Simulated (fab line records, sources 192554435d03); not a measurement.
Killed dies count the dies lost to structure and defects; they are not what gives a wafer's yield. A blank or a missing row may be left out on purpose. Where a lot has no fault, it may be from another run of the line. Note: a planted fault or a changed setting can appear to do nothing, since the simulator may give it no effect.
A lot that was struck, set against a sound lot :: flow n5_finfet :: 34 steps out of a route of 1938
Sound: the wafers L502.1, L502.3, L502.5. Struck: wafers L507.1, L507.3, L507.4. The cause is named last.
At each step with rows: each side's tool, then ch and its chambers, then its first start. Under that, the readings that differ: sound wafers :: struck wafers :: difference of the means :: sigmas: that difference in standard deviations of wafers without a fault.
alike: a reading whose means differ by less than 2 such deviations, as well as words and numbers matching on both sides. not compared: withheld readings; readings where some wafer has no value; bounds like >300 that might hide an equal value; numbers whose values overlap and for which the record gives no deviation.
Wherever a step has rows on one side only, a row that says differs or no value, or a row with sigmas, the two part there. When numbers do not overlap yet have no deviation, they are printed without sigmas and do not part them. A reading missing from all wafers of one side parts the sides only when that side holds two or more wafers.

first, 11 steps without rows for these wafers: N5_BEOL_M14_STRIP_69 (strips in N2/H2); N5_BEOL_M14_TRENCH_ETCH_34 (etches SiO2 in C4F8/O2/Ar, target depth 556.65 nm, time 126.9 s); N5_BEOL_M14_STRIP_70 (strips in C4F8/O2/Ar); N5_BEOL_M14_STRIP_37 (strips in O2); N5_BEOL_M14_ETCH_38 (etches SiCN in CF4/N2, target depth 106.5 nm, time 120.6 s); N5_BEOL_M14_PRECLEAN_39 (cleans in residue remover, time 60 s); N5_BEOL_M14_SRD_40 (time 30 s, dry time 30 s); N5_BEOL_M14_DEGAS_41 (time 60 s); N5_BEOL_M14_PRE_CLEAN_42 (time 30 s); N5_BEOL_M14_SPUTTER_43 (material TaN, target thk 15 nm, time 24.19 s); N5_BEOL_M14_SPUTTER_44 (material Ta, target thk 15 nm, time 24.19 s).
N5_BEOL_M14_SPUTTER_45: material Cu, target thk 100 nm, time 16.67 s.
  sound: pvd_sputter-01 at day 11 18:53; struck: pvd_sputter-01 at day 13 18:41
  alike: bias_v, chuck_gas_flow_sccm, chuck_sensor_temp_C, throttle_valve_pct
then, 21 steps without rows for these wafers: N5_BEOL_M14_ECD_47 (material Cu, target thk 1248 nm); N5_BEOL_M14_ANNEAL_48 (time 90 s); N5_BEOL_M14_CMP_49 (polishes, stops on SiO2, t overpolish 5.2 s, target thk 560 nm); N5_BEOL_M14_PRE_CLEAN_52 (time 15 s); N5_BEOL_M14_DEP_53 (deposits SiCN from 3MS/NH3, target thk 50 nm, time 17.8 s); N5_BEOL_M15_ILD_DEP_00 (deposits SiO2 from TEOS/O2, target thk 1629.3 nm, time 346.1 s); N5_BEOL_M15_COAT_58 (time 60 s, resist thk 89 nm); N5_BEOL_M15_COAT_04 (resist thk 800 nm); N5_BEOL_M15_EBR_06; N5_BEOL_M15_SOFTBAKE_05 (time 60 s); N5_BEOL_M15_EXPOSE_07 (exposes mask V14); N5_BEOL_M15_PEB_08 (peb time 90 s); N5_BEOL_M15_DEVELOP_09 (develop time 45 s); N5_BEOL_M15_HARDBAKE_14 (time 120 s); N5_BEOL_M15_DESCUM_15 (chemistry O2, time 7.9 s); N5_BEOL_M15_ETCH_59 (etches BARC in N2/H2, target depth 89 nm, overetch 26.7 nm, time 67.9 s); N5_BEOL_M15_VIA_ETCH_16 (etches SiO2 in C4F8/O2/Ar, target depth 1792.2 nm); N5_BEOL_M15_STRIP_63 (strips in O2); N5_BEOL_M15_STRIP_64 (strips in O2); N5_BEOL_M15_STRIP_65 (strips in post etch residue remover, time 60 s); N5_BEOL_M15_SRD_66 (time 30 s, dry time 30 s).
N5_PASSIVATION_PROBE_49:
  rows exist in the record for the struck wafers here (prober-02, day 14 17:19), but not for the sound ones

WHERE THEY PART
N5_PASSIVATION_PROBE_49 only, going by this record.

WHY: the cause the simulator had injected
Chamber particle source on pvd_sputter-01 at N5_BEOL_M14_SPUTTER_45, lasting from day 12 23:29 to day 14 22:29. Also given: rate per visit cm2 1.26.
